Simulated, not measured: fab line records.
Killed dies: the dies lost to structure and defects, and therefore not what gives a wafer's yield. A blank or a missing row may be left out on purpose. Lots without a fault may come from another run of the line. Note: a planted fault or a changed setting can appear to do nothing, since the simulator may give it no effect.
Struck lot and sound lot, side by side / flow n5 finfet / 41 steps out of a route of 1938
Sound: wafers L637.2, L637.3, L637.6. Struck: wafers L633.1, L633.2, L633.4. The cause is given at the end.
For every step that has rows: the tool of each side, followed by ch and its chambers, followed by its first start. Under that, the readings that differ: sound wafers / struck wafers / difference of the means / sigmas: that difference in standard deviations of wafers without a fault.
alike: words and numbers the same on both sides, and readings whose means are apart by under 2 such deviations; not compared: readings that were withheld, readings missing a value for some wafer, numbers with overlapping values and no deviation given by the record, and bounds like >300 which may hide the same value.
The two part at a step that has a row with sigmas, a row that says differs or no value, or rows on one side only. When numbers do not overlap yet have no deviation, they are printed without sigmas and do not part them. Lack of a reading on every wafer of one side parts them only where that side has two or more wafers.

first, 10 steps without rows for these wafers: N5_PMOS_HMC_CHANNEL_EPI_PRECLEAN_37 (cleans in O3/DIW, time 45 s); N5_PMOS_HMC_CHANNEL_EPI_PRECLEAN_24 (cleans in DHF, time 30 s); N5_PMOS_HMC_CHANNEL_EPI_SRD_25 (time 30 s); N5_PMOS_HMC_CHANNEL_EPI_EPI_26 (deposits Si from SiH4/H2, target thk 3.8 nm, time 22.7 s); N5_FIN_SAQP_PRECLEAN_42 (cleans in O3/DIW, time 60 s); N5_FIN_SAQP_PRECLEAN_00 (cleans in SC1, time 60 s); N5_FIN_SAQP_PRECLEAN_44 (cleans in SC2, time 45 s); N5_FIN_SAQP_SRD_01 (time 30 s); N5_FIN_SAQP_ALD_61 (deposits SiO2, target thk 4 nm, pulse time 1 s, purge time 2 s); N5_FIN_SAQP_DENSIFY_62 (time 60 s).
N5_FIN_SAQP_HM_DEP_03: deposits SiNx from SiH4/NH3/N2, target thk 38 nm, time 33.6 s.
  sound on pecvd-04 ch 0,1,2, day 6 04:01; struck on pecvd-04 ch 0,1, day 5 03:07
  no value came back on the struck wafers for any of 6 readings (chamber pressure Torr (Torr), heater power outer w (W) and others); on the sound wafers chamber pressure Torr (Torr) reads 1.504 1.495 1.501
N5_FIN_SAQP_THK_MEAS_05:
  sound: film metro-02 at day 6 04:07; struck: film metro-01 at day 5 03:13
reading=thk nm (nm); sound=37.4 38.1 38.4; struck=4.0 4.0 4.1; difference=-33.9; sigmas=-72
then, 24 steps without rows for these wafers: N5_FIN_SAQP_PECVD_47 (deposits a-Si from SiH4/He, target thk 45 nm, time 36.3 s); N5_FIN_SAQP_PECVD_48 (deposits SiNx from SiH4/NH3/N2, target thk 25 nm, time 22.1 s); N5_FIN_SAQP_PECVD_06 (deposits a-Si from SiH4/He, target thk 60 nm, time 48.1 s); N5_FIN_SAQP_HM_DEP_72 (deposits SiO2 from SiH4/N2O, target thk 12 nm, time 7.2 s); N5_FIN_SAQP_COAT_49 (time 60 s, resist thk 100 nm); N5_FIN_SAQP_COAT_50 (time 60 s, resist thk 35 nm); N5_FIN_SAQP_COAT_10 (resist thk 90 nm); N5_FIN_SAQP_EBR_12; N5_FIN_SAQP_SOFTBAKE_11 (time 60 s); N5_FIN_SAQP_EXPOSE_13 (exposes mask FIN CORE, target cd 35.6 nm); N5_FIN_SAQP_PEB_14 (peb time 60 s); N5_FIN_SAQP_DEVELOP_15 (develop time 30 s); N5_FIN_SAQP_DESCUM_21 (chemistry O2, time 7.9 s); N5_FIN_SAQP_ETCH_51 (etches SiARC in CF4, target depth 45.5 nm, time 75.8 s); N5_FIN_SAQP_ETCH_52 (etches SOC in N2/H2, target depth 100 nm, overetch 20 nm, time 150 s); N5_FIN_SAQP_STRIP_53 (strips in N2/H2); N5_FIN_SAQP_HM_OPEN_73 (chemistry CHF3/O2, target SiO2, stops on a-Si, target depth 12 nm, time 16.8 s); N5_FIN_SAQP_STRIP_74 (strips in CHF3/O2); N5_FIN_SAQP_MANDREL_ETCH_22 (etches a-Si in HBr/Cl2, stops on SiNx, target depth 60 nm, bt time 10 s, time 30 s); N5_FIN_SAQP_STRIP_55 (strips in N2/H2); N5_FIN_SAQP_STRIP_23 (strips in SPM, time 750 s); N5_FIN_SAQP_SRD_66 (time 30 s); N5_FIN_SAQP_RECESS_75 (chemistry HF/NH3, target SiO2, target depth 14.4 nm, afs cycles 3, sublimation time 60 s); N5_FIN_SAQP_SPACER1_ALD_24 (deposits SiO2, target thk 20.3 nm, pulse time 1 s, purge time 2 s).
N5_FIN_SAQP_CD_MEAS_31: target cd 8 nm.
  sound on cd sem-01 ch 0, day 6 08:47; struck on cd sem-01 ch 0, day 5 07:26
reading=cd nm (nm); sound=8.22 8.07 8.20; struck=- - -; difference=no value on the struck wafers; sigmas=
N5_FIN_SAQP_HM_OPEN_33: chemistry CH3F/O2, target SiNx, target depth 49.4 nm, time 70.6 s.
  sound on rie diel-06 ch 1,3, day 6 08:54; struck on rie diel-03 ch 0,2,3, day 5 07:29
reading=etch rf on time s (s); sound=68.1 68.6 69.0; struck=6.0 6.0 6.0; difference=-62.6; sigmas=-45
reading=oes product au (a.u.); sound=0.72 0.74 0.75; struck=0.32 0.27 0.27; difference=-0.45; sigmas=-7
reading=model.etch.depth nm (nm); sound=36.82 37.46 37.79; struck=0 0 0; difference=-37; sigmas=
reading=model.FIN_SAQP.cd nm (nm); sound=8.2 8.2 8; struck=8.6 8.6 8.6; difference=+0.5; sigmas=
  alike: chamber pressure mTorr, drypump motor current A, rf vpp V, showerhead plenum p Torr, throttle valve pct
  not compared: rf hours counter h
N5_FIN_SAQP_ETCH_34: etches SiO2 in C4F6/O2, target depth 45 nm, time 15 s.
  sound on rie diel-06 ch 1,3, day 6 08:58; struck on rie diel-03 ch 0,2,3, day 5 07:33
reading=oes product au (a.u.); sound=0.72 0.74 0.74; struck=1.11 0.97 0.96; difference=+0.28; sigmas=+4
reading=throttle valve pct (%); sound=21.35 20.92 20.89; struck=21.50 21.67 21.55; difference=+0.52; sigmas=+2
reading=model.SiO2_of_FIN_SAQP_ALD_61.thk nm (nm); sound=3.98 3.977 3.966; struck=0 0 0; difference=-4; sigmas=
reading=model.FIN_SAQP.cd nm (nm); sound=8.2 8 8; struck=8.6 8.6 8.6; difference=+0.5; sigmas=
  alike: chamber pressure mTorr, drypump motor current A, etch rf on time s, rf vpp V, showerhead plenum p Torr
  not compared: rf hours counter h
N5_BEOL_M4_RC_MEAS_101:
  the record has rows for the sound wafers here (prober-02 ch 0, day 13 11:48) and none for the struck ones
-- record jumps: 11 days separate the struck wafers' starts on either side; left off in module BEOL_M4, taken up again in module PASSIVATION, whose first shown step is the route's number 1936 --
N5_PASSIVATION_PROBE_49:
  the record has rows for the struck wafers here (prober-01, day 15 22:19) and none for the sound ones

WHERE THEY PART
First at N5_FIN_SAQP_HM_DEP_03; last, within this record, at N5_PASSIVATION_PROBE_49.

WHY: the cause the simulator had injected
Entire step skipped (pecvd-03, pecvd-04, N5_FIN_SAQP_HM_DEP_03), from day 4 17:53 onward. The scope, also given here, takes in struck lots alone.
